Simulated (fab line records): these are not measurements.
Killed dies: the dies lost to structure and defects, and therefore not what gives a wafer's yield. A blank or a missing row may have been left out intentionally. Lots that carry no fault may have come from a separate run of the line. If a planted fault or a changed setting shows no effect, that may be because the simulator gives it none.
Lot-split experiment + flow n5Finfet + 7 lots, 21 wafers read, on a route of 1938 steps

THE SPLIT
At N5_BEOL_M5_HM_DEP_02 (deposits TiN, target thk 20 nm), the setting targetThkA was moved away from the recipe's 200 angstrom on 6 of the 21 wafers read, by +8.9% to +9.9%. All remaining wafers had this setting at the recipe value.

FROM THE SPLIT TO THE READING: what the file shows between them, 8 steps
- N5_BEOL_M5_COAT_59: time 60 s, resist thk 60 nm
- N5_BEOL_M5_COAT_60: time 60 s, resist thk 12 nm
- N5_BEOL_M5_STRIP_73: strips in N2/H2
- N5_BEOL_M5_STRIP_64: strips in CF4
- N5_BEOL_M5_HM_OPEN_17: chemistry Cl2/BCl3, target TiN, target depth 20 nm, overetch 6 nm
- N5_BEOL_M5_STRIP_19: strips in O2
- N5_BEOL_M5_STRIP_85: strips in C4F6/O2
- N5_BEOL_M5_STRIP_36: strips in N2/H2

THE READING
TiN_of_BEOL_M5_HM_DEP_02.thkNm (the simulator's own value, which no gauge read), in nm, at N5_BEOL_M5_TRENCH_ETCH_37 (etches SiCOH lowk in C4F6/O2, target depth 71.652 nm, time 24.7 s). The file does not state a usual value for it. Here, 15 wafers ran the recipe; their average is 17.9 nm with a standard deviation of 0.24 nm.

| wafer  | tool, chamber at the split | targetThkA as run, angstrom | against the recipe | TiN_of_BEOL_M5_HM_DEP_02.thkNm, nm | against lot-mates on the recipe |
|--------|----------------------------|-----------------------------|--------------------|------------------------------------|---------------------------------|
| L077.3 | pvdSputter-01, -           | 200                         | recipe             | 17.6                               | -                               |
| L077.5 | pvdSputter-01, -           | 200                         | recipe             | 17.6                               | -                               |
| L077.6 | pvdSputter-01, -           | 200                         | recipe             | 18                                 | -                               |
| L078.1 | pvdSputter-03, -           | 217.7                       | +8.9%              | 19.4                               | +1.4                            |
| L078.2 | pvdSputter-03, -           | 217.7                       | +8.9%              | 19.4                               | +1.4                            |
| L078.4 | pvdSputter-03, -           | 200                         | recipe             | 18                                 | -                               |
| L079.1 | pvdSputter-01, -           | 200                         | recipe             | 18.2                               | -                               |
| L079.2 | pvdSputter-01, -           | 218.2                       | +9.1%              | 19.6                               | +1.4                            |
| L079.6 | pvdSputter-01, -           | 218.2                       | +9.1%              | 19.6                               | +1.4                            |
| L082.4 | pvdSputter-03, -           | 200                         | recipe             | 18                                 | -                               |
| L082.6 | pvdSputter-03, -           | 200                         | recipe             | 18                                 | -                               |
| L082.5 | pvdSputter-03, -           | 200                         | recipe             | 18.2                               | -                               |
| L085.2 | pvdSputter-03, -           | 200                         | recipe             | 17.8                               | -                               |
| L085.3 | pvdSputter-03, -           | 200                         | recipe             | 18                                 | -                               |
| L085.6 | pvdSputter-03, -           | 200                         | recipe             | 18.2                               | -                               |
| L088.3 | pvdSputter-03, -           | 219.9                       | +9.9%              | 20                                 | +2.4                            |
| L088.4 | pvdSputter-03, -           | 219.9                       | +9.9%              | 20.2                               | +2.6                            |
| L088.5 | pvdSputter-03, -           | 200                         | recipe             | 17.6                               | -                               |
| L090.4 | pvdSputter-03, -           | 200                         | recipe             | 18                                 | -                               |
| L090.5 | pvdSputter-03, -           | 200                         | recipe             | 18                                 | -                               |
| L090.6 | pvdSputter-03, -           | 200                         | recipe             | 17.4                               | -                               |

FIT RESULTS
A straight line over all 21 wafers: TiN_of_BEOL_M5_HM_DEP_02.thkNm changes by +0.194 nm for each +1% of targetThkA; r = +0.96; the points scatter about the line by 0.24 nm.
The same after taking each lot's own level away (the mean of its wafers on the recipe; 21 wafers): +0.193 nm for each +1%; r = +0.95; scatter 0.29 nm.
According to that fit, moving targetThkA by its largest amount changes the reading by 1.9 nm.
The span of the lots' own levels, 17.60 to 18.20 nm, comes to 2.5 times the standard deviation stated above.
The two slopes agree, so the slope changes little with the lot-to-lot level.
Check: +1.8 nm against its lot-mates is what the line predicts for one of the wafers moved furthest among these (+9.9%) when that wafer is left out of the fit. It came out at +2.4 nm against them.

THE OTHER SPLITS THESE WAFERS WENT THROUGH
Note: prior to the reading, these wafers also went through further splits. Each is held against what the fit with the lots' levels taken away leaves over:
| other split on the same wafers | wafers away from the commonest value | r with TiN_of_BEOL_M5_HM_DEP_02.thkNm (lot level and that fit taken away) |
|--------------------------------|--------------------------------------|---------------------------------------------------------------------------|
| N5_BEOL_M3_COAT_68 spinRpm     | 5                                    | +0.07                                                                     |
| N5_BEOL_M5_ILD_DEP_00 timeS    | 7                                    | -0.21                                                                     |

THE WHOLE CHAIN: every reading that the file lists as answering this split, in the file's order
| step                      | what it does                                                      | reading                                                                         | change (the file's fit)               | r (the file's) |
|---------------------------|-------------------------------------------------------------------|---------------------------------------------------------------------------------|---------------------------------------|----------------|
| N5_BEOL_M5_HM_DEP_02      | deposits TiN, target thk 20 nm                                    | TiN_of_BEOL_M5_HM_DEP_02.thkNm (the simulator's own value, which no gauge read) | +0.2 nm for each +1% of the setting   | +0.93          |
| N5_BEOL_M5_HM_OPEN_17     | chemistry Cl2/BCl3, target TiN, target depth 20 nm, overetch 6 nm | etch.depthNm (the simulator's own value, which no gauge read)                   | +0.196 nm for each +1% of the setting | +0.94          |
| N5_BEOL_M5_TRENCH_ETCH_37 | etches SiCOH lowk in C4F6/O2, target depth 71.652 nm, time 24.7 s | TiN_of_BEOL_M5_HM_DEP_02.thkNm (the simulator's own value, which no gauge read) | +0.192 nm for each +1% of the setting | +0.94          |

THE FILE'S OWN FIT
TiN_of_BEOL_M5_HM_DEP_02.thkNm changes by +0.192 nm for each +1% of targetThkA, r = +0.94.
